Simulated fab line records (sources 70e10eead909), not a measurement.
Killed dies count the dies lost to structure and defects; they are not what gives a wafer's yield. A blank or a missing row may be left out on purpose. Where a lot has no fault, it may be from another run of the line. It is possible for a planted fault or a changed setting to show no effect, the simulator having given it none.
A struck lot beside a sound one -- flow nand-harc -- 36 steps out of a route of 1159
Sound: the wafers L880.1, L880.3, L880.4. Wafers struck: L894.2, L894.3, L894.5. The cause comes at the end.
Order at every step that has rows: each side's tool, ch and its chambers, its first start. Under that, the readings that differ: sound wafers -- struck wafers -- difference of the means -- sigmas: that difference in standard deviations of wafers without a fault.
alike: readings whose means differ by less than 2 such deviations, and words and numbers that are the same on both sides. not compared: withheld readings, readings that some wafer has no value for, bounds like >300 that may hide the same value, and numbers for which the record gives no deviation and whose values overlap.
A row with sigmas, a row that says differs or no value, or rows on one side alone: a step with any of these is where the two part. Non-overlapping numbers with no deviation appear without sigmas and do not part them. A reading missing from all wafers of one side parts the sides only when that side holds two or more wafers.

first, 4 steps without rows for these wafers: NHARC_A_WL_FILL_STRIP_28 (strips in post etch residue remover, time 1200 s); NHARC_A_WL_FILL_PRECLEAN_06 (cleans in DIW, time 300 s); NHARC_A_WL_FILL_SRD_07; NHARC_A_WL_FILL_ANNEAL_08 (time 1800 s).
NHARC_A_WL_FILL_ALD_10: deposits SiO2, target thk 50 nm, pulse time 10 s, ald cycles 500.
  sound on ald-hk-03 ch 0,1,3, day 16 13:11; struck on ald-hk-02 ch 1,3, day 19 10:20
  alike: heater-power-outer-w, heater-power-w, precursor-pulse-height-rel, susceptor-temp-C
NHARC_A_WL_FILL_ETCHBACK_16: etches the open film in C4F8/O2/Ar, target depth 88 nm, time 17.6 s.
  sound on rie-diel-06 ch 0,1,2; struck on rie-diel-10 ch 0,2
  alike: oes-product-au, rf-vpp-V
  not compared: rf-hours-counter-h
then, 1 step without rows for these wafers: NHARC_A_WL_FILL_STRIP_29 (strips in O2, time 20 s).
NHARC_A_WL_FILL_ETCHBACK_17: etches the open film in Cl2/BCl3, target depth 4 nm, time 26.7 s.
  sound on rie-metal-03 ch 0,1, day 16 17:59; struck on rie-metal-03 ch 0,1, day 19 15:10
  alike: drypump-motor-current-A, oes-product-au
  not compared: rf-hours-counter-h
then, 3 steps without rows for these wafers: NHARC_A_WL_FILL_PRECLEAN_18 (cleans in dHF, time 30 s); NHARC_A_WL_FILL_SRD_21; NHARC_A_WL_FILL_CVD_23 (deposits poly-Si, target thk 40 nm, time 800 s).
NHARC_A_WL_FILL_ETCHBACK_26: etches the open film in HBr, target depth 52 nm, time 13.3 s.
  sound on rie-si-02 ch 0,1,2, day 16 23:01; struck on rie-si-05 ch 1,2,3, day 19 20:13
  alike: drypump-motor-current-A, oes-product-au, throttle-valve-pct
  not compared: rf-hours-counter-h
then, 2 steps without rows for these wafers: NHARC_A_WL_FILL_PRECLEAN_30 (cleans in dHF, time 10 s); NHARC_A_WL_FILL_SRD_14.
NHARC_A_WL_FILL_ALD_19: deposits TiN, target thk 2 nm, pulse time 3 s, ald cycles 100.
  sound on ald-metal-04 ch 0,1,2, day 16 23:17; struck on ald-metal-01 ch 1,3, day 19 20:30
reading,sound,struck,difference,sigmas
susceptor-temp-C (C),449.88 449.84 450.41,449.54 449.35 449.59,-0.55,-2
  alike: heater-power-outer-w, heater-power-w, precursor-pulse-height-rel
then, 16 steps without rows for these wafers: NHARC_A_WL_FILL_CVD_20 (deposits W, target thk 75 nm, time 5064 s); NHARC_A_WL_FILL_CMP_12 (polishes, t overpolish 30 s, target thk 75 nm); NHARC_A_WL_FILL_SRD_31; NHARC_A_CONTACT_DEP_24 (deposits SiO2, target thk 500 nm); NHARC_A_CONTACT_DEP_28 (deposits aC, target thk 3600 nm); NHARC_A_CONTACT_DEP_29 (deposits SiON, target thk 70 nm); NHARC_A_CONTACT_DEHYDRATE_32 (time 120 s); NHARC_A_CONTACT_HMDS_33 (time 30 s); NHARC_A_CONTACT_COAT_34 (time 75 s); NHARC_A_CONTACT_COAT_35 (time 65 s); NHARC_A_CONTACT_COAT_36 (resist thk 90 nm); NHARC_A_CONTACT_SOFTBAKE_37 (time 55 s); NHARC_A_CONTACT_EBR_38; NHARC_A_CONTACT_EXPOSE_39 (exposes mask A CC 3); NHARC_A_CONTACT_PEB_40 (peb time 65 s); NHARC_A_CONTACT_DEVELOP_41 (develop time 35 s).
NHARC_A_CONTACT_CD_MEAS_42: the cd target is 200 nm.
  sound on cd-sem-03 ch 0, day 17 14:49; struck on cd-sem-03 ch 0, day 20 07:22
  alike: cd-nm
NHARC_A_CONTACT_OVL_MEAS_43:
  struck on overlay-01, day 20 07:28; sound on overlay-01, day 17 14:55
reading,sound,struck,difference,sigmas
overlay-y-nm (nm),-1.3 -1.8 -1.3,0.9 0.4 1.0,+2.2,+3
  alike: overlay-x-nm
then, 1 step without rows for these wafers: NHARC_A_CONTACT_DESCUM_47 (chemistry O2, time 3 s).
NHARC_A_CONTACT_ETCH_48: etches the open film in CF4, target depth 39 nm, time 65 s.
  sound on rie-diel-05 ch 0,1,2, day 17 15:06; struck on rie-diel-02 ch 2,3, day 20 07:38
  alike: drypump-motor-current-A, oes-product-au, rf-vpp-V, showerhead-plenum-p-Torr, throttle-valve-pct
  not compared: rf-hours-counter-h
-- break in the record here, with 4 days between the starts of the struck wafers on either side (left off in module A_CONTACT, picked up again in module END, where the first step shown is number 1159 on the route) --
NHARC_END_SORT_01:
  at this point the record logs the struck wafers (prober-01 ch 0, day 24 02:44) and has no rows for the sound ones

== WHERE THEY PART ==
Earliest at NHARC_A_WL_FILL_ALD_19; latest, in this record, at NHARC_END_SORT_01.

WHY: the cause the simulator had injected
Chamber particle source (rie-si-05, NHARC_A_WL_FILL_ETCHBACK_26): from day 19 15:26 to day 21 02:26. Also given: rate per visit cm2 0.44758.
